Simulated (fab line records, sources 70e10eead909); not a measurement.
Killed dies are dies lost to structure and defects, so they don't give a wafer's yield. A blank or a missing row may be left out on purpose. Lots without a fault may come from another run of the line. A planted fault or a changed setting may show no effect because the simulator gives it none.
A struck lot beside a sound one | flow nand_harc | 13 steps out of a route of 1159
Sound: wafers L669.1, L669.3, L669.6. Struck: wafers L679.4, L679.5, L679.6. The cause comes at the end.
At each step with rows: each side's tool, then ch and its chambers, then its first start. Under that, the readings that differ: sound wafers | struck wafers | difference of the means | sigmas: that difference in standard deviations of wafers without a fault.
alike: readings whose means differ by less than 2 such deviations, and words and numbers that are the same on both sides. not compared: withheld readings, readings that some wafer has no value for, bounds like >300 that may hide the same value, and numbers for which the record gives no deviation and whose values overlap.
The two part at a step that has a row with sigmas, a row that says differs or no value, or rows on one side only. Numbers that don't overlap but have no deviation are shown without sigmas and don't part them. A reading that every wafer of one side lacks parts them only if that side has two wafers or more.

NHARC_P_ZERO_WELL_DESCUM_13: chemistry O2, time 3 s.
  sound on rie_diel-05 ch 0,1,3, day 1 13:18; struck on rie_diel-02 ch 1,2,3, day 4 01:17
  alike: drypump_motor_current_A, oes_product_au, rf_vpp_V, showerhead_plenum_p_Torr, throttle_valve_pct
  not compared: rf_hours_counter_h
NHARC_P_ZERO_WELL_ETCH_65: etches the open film in N2/H2, target depth 80 nm, overetch 24 nm, time 87.88 s.
  sound on rie_diel-05 ch 0,2,3, day 1 13:24; struck on rie_diel-02 ch 0,1, day 4 01:22
  alike: drypump_motor_current_A, h2_flow_sccm, oes_product_au, rf_vpp_V, showerhead_plenum_p_Torr, throttle_valve_pct
  not compared: rf_hours_counter_h
NHARC_P_ZERO_WELL_ETCH_62: etches the open film in CHF3/Ar, target depth 13 nm, time 6.5 s.
  sound on rie_diel-05 ch 0,1,2; struck on rie_diel-02 ch 1,2,3
  alike: drypump_motor_current_A, oes_product_au, rf_vpp_V, showerhead_plenum_p_Torr, throttle_valve_pct
  not compared: rf_hours_counter_h
NHARC_P_ZERO_WELL_ETCH_63: etches the open film in HBr/Cl2, target depth 120 nm, time 40.1 s.
  sound on rie_si-02 ch 0,3, day 1 13:34; struck on rie_si-06 ch 0,1, day 4 01:32
  alike: drypump_motor_current_A, oes_product_au, throttle_valve_pct
  not compared: rf_hours_counter_h
then, 8 steps without rows for these wafers: NHARC_P_ZERO_WELL_STRIP_15 (strips in SPM, time 900 s); NHARC_P_ZERO_WELL_DEHYDRATE_16 (time 120 s); NHARC_P_ZERO_WELL_HMDS_17 (time 30 s); NHARC_P_ZERO_WELL_COAT_18; NHARC_P_ZERO_WELL_SOFTBAKE_19 (time 95 s); NHARC_P_ZERO_WELL_EBR_20; NHARC_P_ZERO_WELL_EXPOSE_21 (exposes mask P NWELL, target cd 720 nm); NHARC_P_ZERO_WELL_PEB_22 (peb time 85 s).
NHARC_P_ZERO_WELL_DEVELOP_23: time 70 s.
  sound on litho_track-03 ch 0, day 1 14:00; struck on litho_track-03, day 4 02:00
  no value came back on the struck wafers for chill_plate_temp_C (C), exhaust_pa (Pa), time_s (s); on the sound wafers chill_plate_temp_C (C) reads 23.06 22.98 22.86

WHERE THEY PART
Only at NHARC_P_ZERO_WELL_DEVELOP_23, within this record.

WHY: what the simulator had put in
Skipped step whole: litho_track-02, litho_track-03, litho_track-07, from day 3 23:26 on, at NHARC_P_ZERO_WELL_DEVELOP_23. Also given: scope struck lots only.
